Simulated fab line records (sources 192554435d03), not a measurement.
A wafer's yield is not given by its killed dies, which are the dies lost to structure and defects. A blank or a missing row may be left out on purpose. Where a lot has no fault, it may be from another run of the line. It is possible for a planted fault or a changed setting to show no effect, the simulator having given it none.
Which tool did it? | flow n5Finfet | Sampling: 7 lots, 21 wafers, 9 of 1938 route steps

== WHAT EACH GAUGE READ, for each wafer ==
N5_DUMMY_GATE_CD_MEAS_15 targets a cd of 25.8 nm. Usual: cdNm 24.97 nm, standard deviation 0.22.
lot  | measured    | on       | cdNm (nm)         | flag
L922 | day 3 17:08 | cdSem-02 | 25.36 24.98 25.07 | 
L931 | day 5 21:58 | cdSem-03 | 25.12 24.96 25.45 | 
L932 | day 6 05:19 | cdSem-03 | 24.80 25.12 24.75 | 
L934 | day 6 15:59 | cdSem-03 | 24.83 24.99 25.22 | 
L936 | day 7 10:50 | cdSem-01 | 25.16 25.00 24.95 | 
L940 | day 8 05:40 | cdSem-03 | 25.39 25.03 25.22 | 
L941 | day 8 13:52 | cdSem-03 | 24.41 24.81 24.75 | 

N5_DUMMY_GATE_INSPECT_27: inspects for defects (brightfield). Usual: rawDefectCount 297, standard deviation 66.
lot  | measured    | on               | rawDefectCount | flag
L922 | day 3 18:26 | defectInspect-02 | 236 336 270    | 
L931 | day 5 23:15 | defectInspect-01 | 1088 1194 1067 | OFF
L932 | day 6 06:41 | defectInspect-02 | 993 942 967    | OFF
L934 | day 6 17:37 | defectInspect-01 | 391 295 287    | 
L936 | day 7 12:13 | defectInspect-01 | 294 395 268    | 
L940 | day 8 07:13 | defectInspect-01 | 284 308 447    | 
L941 | day 8 15:11 | defectInspect-01 | 297 330 222    | 

N5_SPACER0_INSPECT_04: inspects for defects (darkfield). Usual: rawDefectCount 140, standard deviation 28.
lot  | measured    | on               | rawDefectCount | flag
L922 | day 3 19:02 | defectInspect-02 | 114 146 139    | 
L931 | day 5 23:51 | defectInspect-02 | 850 917 868    | OFF
L932 | day 6 07:59 | defectInspect-01 | 844 836 822    | OFF
L934 | day 6 18:13 | defectInspect-01 | 179 135 169    | 
L936 | day 7 12:49 | defectInspect-01 | 141 162 123    | 
L940 | day 8 09:02 | defectInspect-01 | 117 165 177    | 
L941 | day 8 18:16 | defectInspect-02 | 146 153 90     | 

N5_SD_EPI_N_INSPECT_11: inspects for defects (macro). Usual: rawDefectCount 2.3, standard deviation 1.5.
lot  | measured    | on               | rawDefectCount | flag
L922 | day 3 19:29 | defectInspect-01 | 4 0 3          | 
L931 | day 6 05:24 | defectInspect-01 | >300 >300 >300 | OFF
L932 | day 6 08:27 | defectInspect-02 | >300 >300 >300 | OFF
L934 | day 6 18:40 | defectInspect-01 | 1 3 7          | 
L936 | day 7 13:16 | defectInspect-01 | 2 3 0          | 
L940 | day 8 09:29 | defectInspect-01 | 0 3 2          | 
L941 | day 8 18:46 | defectInspect-02 | 2 0 1          | 

N5_SD_EPI_N_INSPECT_26: inspects for defects (darkfield). Usual: rawDefectCount 215, standard deviation 37.
lot  | measured    | on               | rawDefectCount | flag
L922 | day 3 23:38 | defectInspect-01 | 194 219 215    | 
L931 | day 6 12:35 | defectInspect-02 | 901 970 920    | OFF
L932 | day 6 13:41 | defectInspect-01 | 916 915 881    | OFF
L934 | day 6 23:50 | defectInspect-02 | 248 199 269    | 
L936 | day 7 19:02 | defectInspect-01 | 217 288 168    | 
L940 | day 8 14:34 | defectInspect-01 | 176 228 230    | 
L941 | day 8 23:31 | defectInspect-01 | 250 271 166    | 

N5_BEOL_M4_RC_MEAS_101. Usual: DIBL_N 36.3 mV/V, standard deviation 1.2; DIBL_P 36.7 mV/V, standard deviation 1.5; IOFF_N 0.164 nA/um, standard deviation 0.02; IOFF_P 0.214 nA/um, standard deviation 0.024; ION_N 673 uA/um, standard deviation 8.5; ION_P 461 uA/um, standard deviation 5.9; SS_N 71.6 mV/dec, standard deviation 0.44; SS_P 73.3 mV/dec, standard deviation 0.55; VT_N 249.4 mV, standard deviation 2.4; VT_P -250.0 mV, standard deviation 2.3.
lot  | measured     | on        | DIBL_N (mV/V)  | DIBL_P (mV/V)  | IOFF_N (nA/um)    | IOFF_P (nA/um)    | ION_N (uA/um) | ION_P (uA/um) | SS_N (mV/dec)  | SS_P (mV/dec)  | VT_N (mV)         | VT_P (mV)            | flag
L922 | day 8 06:36  | prober-02 | 37.0 35.4 34.7 | 37.7 36.0 35.2 | 0.187 0.150 0.138 | 0.214 0.183 0.173 | 688 673 665   | 461 456 456   | 72.5 71.9 71.7 | 73.3 73.1 72.8 | 246.9 251.1 250.6 | -248.0 -253.8 -253.1 | 
L931 | day 11 07:54 | prober-02 | 37.8 36.2 37.2 | 36.6 35.0 35.5 | 0.164 0.148 0.161 | 0.201 0.183 0.202 | 673 663 663   | 456 451 451   | 71.4 71.5 72.0 | 73.5 73.3 73.1 | 248.8 250.9 250.2 | -251.1 -253.0 -249.0 | 
L932 | day 11 14:11 | prober-02 | 36.5 37.9 38.2 | 37.6 39.0 39.6 | 0.160 0.177 0.188 | 0.190 0.217 0.213 | 662 671 659   | 452 462 452   | 71.1 71.5 72.3 | 73.3 73.3 73.2 | 250.8 249.7 244.9 | -252.2 -253.4 -249.8 | 
L934 | day 11 19:55 | prober-02 | 36.7 35.7 34.9 | 37.1 36.7 35.7 | 0.162 0.147 0.131 | 0.224 0.218 0.195 | 672 673 666   | 470 466 462   | 71.6 71.1 71.6 | 73.3 73.3 73.3 | 249.7 252.8 253.9 | -247.1 -246.9 -247.2 | 
L936 | day 12 18:50 | prober-02 | 35.7 35.6 35.6 | 36.6 36.9 36.2 | 0.176 0.173 0.174 | 0.214 0.209 0.202 | 678 675 682   | 460 461 459   | 71.9 72.3 72.5 | 73.4 73.1 73.6 | 248.0 249.2 247.9 | -253.1 -250.9 -251.1 | 
L940 | day 13 12:11 | prober-01 | 36.0 37.5 36.9 | 36.4 38.9 38.2 | 0.163 0.194 0.180 | 0.219 0.256 0.244 | 675 671 674   | 461 460 465   | 71.3 71.9 71.4 | 73.2 73.7 73.9 | 246.9 245.0 247.3 | -248.3 -248.7 -248.9 | 
L941 | day 13 14:47 | prober-02 | 38.4 39.1 37.7 | 38.8 39.1 37.5 | 0.186 0.205 0.175 | 0.236 0.240 0.207 | 677 685 684   | 466 467 463   | 71.4 72.2 71.6 | 73.5 73.5 72.5 | 249.3 246.7 248.6 | -249.4 -248.1 -252.9 | 

== TOOL THAT RAN EACH LOT (tool first, then ch and the chambers of the sampled wafers, then the start) ==
lot  | N5_DUMMY_GATE_ETCH_37            | N5_DUMMY_GATE_TRIM_49          | N5_DUMMY_GATE_ETCH_31
L922 | rieDiel-02 ch 2,3, day 3 17:25   | rieSi-04 ch 0,3, day 3 17:30   | rieDiel-06 ch 0,2,3, day 3 17:42
L931 | rieDiel-02 ch 0,1, day 5 22:14   | rieSi-04 ch 0,1,2, day 5 22:19 | rieDiel-02 ch 0,3, day 5 22:31
L932 | rieDiel-05 ch 1,2,3, day 6 05:35 | rieSi-04 ch 0,2,3, day 6 05:40 | rieDiel-05 ch 0,1,3, day 6 05:53
L934 | rieDiel-05 ch 1,2,3, day 6 16:28 | rieSi-01 ch 0,1,2, day 6 16:32 | rieDiel-02 ch 1,3, day 6 16:51
L936 | rieDiel-02 ch 0,2, day 7 11:06   | rieSi-05 ch 0,1,3, day 7 11:11 | rieDiel-05 ch 0,1,3, day 7 11:29
L940 | rieDiel-06 ch 0,1, day 8 06:02   | rieSi-05 ch 0,1,2, day 8 06:07 | rieDiel-05 ch 1,2,3, day 8 06:20
L941 | rieDiel-02 ch 1,3, day 8 14:09   | rieSi-05 ch 0,1, day 8 14:14   | rieDiel-06 ch 0,1,2, day 8 14:26
- N5_DUMMY_GATE_ETCH_37: etches SOC in N2/H2, target depth 60 nm, overetch 30 nm.
- N5_DUMMY_GATE_TRIM_49: chemistry O2, time 29 s, target cd 14 nm.
- N5_DUMMY_GATE_ETCH_31: etches SiO2 in C4F6/O2, target depth 82.5 nm, time 27.5 s.

== WHAT THE TOOLS THEMSELVES READ (means of the sampled wafers that have a number; where no wafer has one, the mark that the record gives instead) ==
N5_DUMMY_GATE_ETCH_37. Usual: biasW is 149.9 W with standard deviation 0.43, drypumpMotorCurrentA is 5.8 A with standard deviation 0.55, n2FlowSccm is 200.1 sccm with standard deviation 0.58, oesProductAu is 0.62 a.u. with standard deviation 0.061, rfVppV is 523.8 V with standard deviation 2.9, showerheadPlenumPTorr is 2.54 Torr with standard deviation 0.096, and throttleValvePct is 17.90 % with standard deviation 0.26.
lot  | tool       | biasW (W) | drypumpMotorCurrentA (A) | n2FlowSccm (sccm) | oesProductAu (a.u.) | rfVppV (V) | showerheadPlenumPTorr (Torr) | throttleValvePct (%) | flag
L922 | rieDiel-02 | 150.0     | 5.6                      | 200.3             | 0.63                | 523.6      | 2.52                         | 17.66                | 
L931 | rieDiel-02 | 150.0     | 5.4                      | 200.2             | 0.59                | 524.8      | 2.57                         | 18.15                | 
L932 | rieDiel-05 | 149.9     | 5.7                      | 200.3             | 0.58                | 523.2      | 2.53                         | 18.14                | 
L934 | rieDiel-05 | 149.7     | 5.7                      | 200.7             | 0.58                | 523.7      | 2.53                         | 18.15                | 
L936 | rieDiel-02 | 149.7     | 5.1                      | 200.6             | 0.68                | 524.1      | 2.55                         | 17.74                | 
L940 | rieDiel-06 | 149.9     | 5.6                      | 199.7             | 0.62                | 522.2      | 2.49                         | 17.78                | 
L941 | rieDiel-02 | 149.8     | 6.3                      | 199.9             | 0.69                | 526.3      | 2.62                         | 17.60                | 

N5_DUMMY_GATE_TRIM_49. Usual: drypumpMotorCurrentA 5.8 A, standard deviation 0.32; oesProductAu 0.996 a.u., standard deviation 0.019; throttleValvePct 8.23 %, standard deviation 0.098.
lot  | tool     | drypumpMotorCurrentA (A) | oesProductAu (a.u.) | throttleValvePct (%) | flag
L922 | rieSi-04 | 6.0                      | 0.984               | 8.12                 | 
L931 | rieSi-04 | 5.8                      | 1.014               | 8.23                 | 
L932 | rieSi-04 | 5.8                      | 0.993               | 8.16                 | 
L934 | rieSi-01 | 5.9                      | 0.984               | 8.28                 | 
L936 | rieSi-05 | 5.6                      | 1.002               | 8.28                 | 
L940 | rieSi-05 | 5.6                      | 1.009               | 8.23                 | 
L941 | rieSi-05 | 5.8                      | 1.011               | 8.26                 | 

N5_DUMMY_GATE_ETCH_31. Usual: biasW 185.0 W, standard deviation 0.61; drypumpMotorCurrentA 5.8 A, standard deviation 0.49; oesProductAu 0.77 a.u., standard deviation 0.074; rfVppV 662 V, standard deviation 5.8; showerheadPlenumPTorr 2.84 Torr, standard deviation 0.091; throttleValvePct 21.23 %, standard deviation 0.22.
lot  | tool       | biasW (W) | drypumpMotorCurrentA (A) | oesProductAu (a.u.) | rfVppV (V) | showerheadPlenumPTorr (Torr) | throttleValvePct (%) | flag
L922 | rieDiel-06 | 185.5     | 6.3                      | 0.88                | 663        | 2.85                         | 21.05                | 
L931 | rieDiel-02 | 184.5     | 5.6                      | 0.68                | 654        | 2.77                         | 21.56                | 
L932 | rieDiel-05 | 185.3     | 5.7                      | 0.72                | 661        | 2.82                         | 21.27                | 
L934 | rieDiel-02 | 184.9     | 6.2                      | 0.70                | 663        | 2.93                         | 21.16                | 
L936 | rieDiel-05 | 185.2     | 5.7                      | 0.70                | 661        | 2.82                         | 21.28                | 
L940 | rieDiel-05 | 184.8     | 5.6                      | 0.71                | 662        | 2.83                         | 21.44                | 
L941 | rieDiel-06 | 184.8     | 5.9                      | 0.79                | 664        | 2.82                         | 21.10                | 

== THE ANSWER, worked out from the rows above alone ==
Rule: a lot counts as off when the mean over its wafers that have a number is more than 3 standard deviations away from the usual mean. A lot without any number at a reading at which 4 lots or more have one is off too. The other lots that the step has rows for count as sound. First the gauges in route order, then the tools' own readings, where a lot's mean is used as printed above. At the first step where some lot is off, the reading lying furthest off is the one used; lots without a number count as furthest.
Off, at N5_DUMMY_GATE_INSPECT_27 on rawDefectCount: L931, L932.
A tool fits if, at a process step before that reading, it ran every lot that is off, and no sound lot after the first of them. Those tools and the gauges at N5_DUMMY_GATE_INSPECT_27 are tried in the same way. One fits: N5_DUMMY_GATE_TRIM_49 on rieSi-04. A fault onset in the window from L922 (day 3 17:30, its last sound lot) to L931 (day 5 22:19, its first lot off) fits.

== WHAT WAS PUT IN BY THE SIMULATOR ==
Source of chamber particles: rieSi-04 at N5_DUMMY_GATE_TRIM_49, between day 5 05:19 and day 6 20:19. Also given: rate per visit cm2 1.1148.
Struck lots among those shown: L931, L932. The rule above reached the same finding.
